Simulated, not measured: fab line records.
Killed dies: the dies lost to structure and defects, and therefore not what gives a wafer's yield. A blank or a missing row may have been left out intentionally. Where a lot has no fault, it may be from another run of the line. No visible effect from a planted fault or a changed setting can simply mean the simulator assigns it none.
Commonality check across tools -- flow nand harc -- Sample size 3 lots and 9 wafers

THE REASON FOR OPENING IT
At NHARC_END_SORT_01 the reading killed dies is flagged on 3 of 3 lots. Wafers without a fault read 58, standard deviation 20.
Rule: a lot is flagged when every wafer of it that has a number lies more than 4 standard deviations from that mean, or none has a number. All remaining lots are regarded as sound.

lot,measured,on,"killed dies, wafer by wafer",flag
L600,day 29 17:06,prober-01,677 677 677,FLAGGED
L602,day 31 02:01,prober-02,677 677 677,FLAGGED
L601,day 31 10:37,prober-01,677 677 677,FLAGGED
The numbers of the flagged lots are 677 on average: +619 against the usual, or +31 standard deviations.

WHICH TOOL RAN EACH LOT
Before the reading, the record contains 4 process steps out of a 1302-step route. Cell contents, in order: the tool; ch with the chambers the sampled wafers went through; the start.
lot,flag,NHARC_A_CHANNEL_HOLE_D2_ETCH_21,NHARC_A_CHANNEL_HOLE_D2_ETCH_24,NHARC_A_CHANNEL_HOLE_D2_ETCH_26,NHARC_A_CHANNEL_FILL_D2_CVD_18
L600,FLAGGED,"har etch-02 ch 0,1, day 18 17:17","har etch-02 ch 0,1, day 18 19:06","har etch-02 ch 0,1, day 18 20:34","lpcvd poly-02, day 19 21:15"
L602,FLAGGED,"har etch-01 ch 0,1, day 19 09:40","har etch-01 ch 0,1, day 19 11:23","har etch-01 ch 0,1, day 19 13:02","lpcvd poly-03, day 20 12:56"
L601,FLAGGED,"har etch-02 ch 0,1, day 19 09:46","har etch-02 ch 0,1, day 19 11:34","har etch-02 ch 0,1, day 19 13:01","lpcvd poly-03, day 20 12:56"
What is done by these steps:
- NHARC_A_CHANNEL_HOLE_D2_ETCH_21: etches the open film in C4F8/O2/Ar, time 514.3 s, target depth 1600 nm.
- NHARC_A_CHANNEL_HOLE_D2_ETCH_24: etches the open film in C4F8/O2/Ar, time 906.2 s, target depth 1500 nm.
- NHARC_A_CHANNEL_HOLE_D2_ETCH_26: etches the open film in C4F8/O2/Ar, time 224.1 s, target depth 300 nm.
- NHARC_A_CHANNEL_FILL_D2_CVD_18: deposits poly-Si, target thk 3 nm.
- NHARC_END_SORT_01

FLAGGED AGAINST TOTAL, ONE TOOL AT A TIME (gauges that did the reading follow at the end)
step,tool,lots run,flagged,share of the flagged lots,sound lots run after its first flagged lot
NHARC_A_CHANNEL_HOLE_D2_ETCH_21,har etch-01,1,1,some,0
NHARC_A_CHANNEL_HOLE_D2_ETCH_21,har etch-02,2,2,some,0
NHARC_A_CHANNEL_HOLE_D2_ETCH_24,har etch-01,1,1,some,0
NHARC_A_CHANNEL_HOLE_D2_ETCH_24,har etch-02,2,2,some,0
NHARC_A_CHANNEL_HOLE_D2_ETCH_26,har etch-01,1,1,some,0
NHARC_A_CHANNEL_HOLE_D2_ETCH_26,har etch-02,2,2,some,0
NHARC_A_CHANNEL_FILL_D2_CVD_18,lpcvd poly-02,1,1,some,0
NHARC_A_CHANNEL_FILL_D2_CVD_18,lpcvd poly-03,2,2,some,0
NHARC_END_SORT_01,prober-01,2,2,some,0
NHARC_END_SORT_01,prober-02,1,1,some,0

THE TABLE: WHAT IT ALLOWS
No row of the table ran every flagged lot.

WHAT HAD BEEN PUT IN BY THE SIMULATOR
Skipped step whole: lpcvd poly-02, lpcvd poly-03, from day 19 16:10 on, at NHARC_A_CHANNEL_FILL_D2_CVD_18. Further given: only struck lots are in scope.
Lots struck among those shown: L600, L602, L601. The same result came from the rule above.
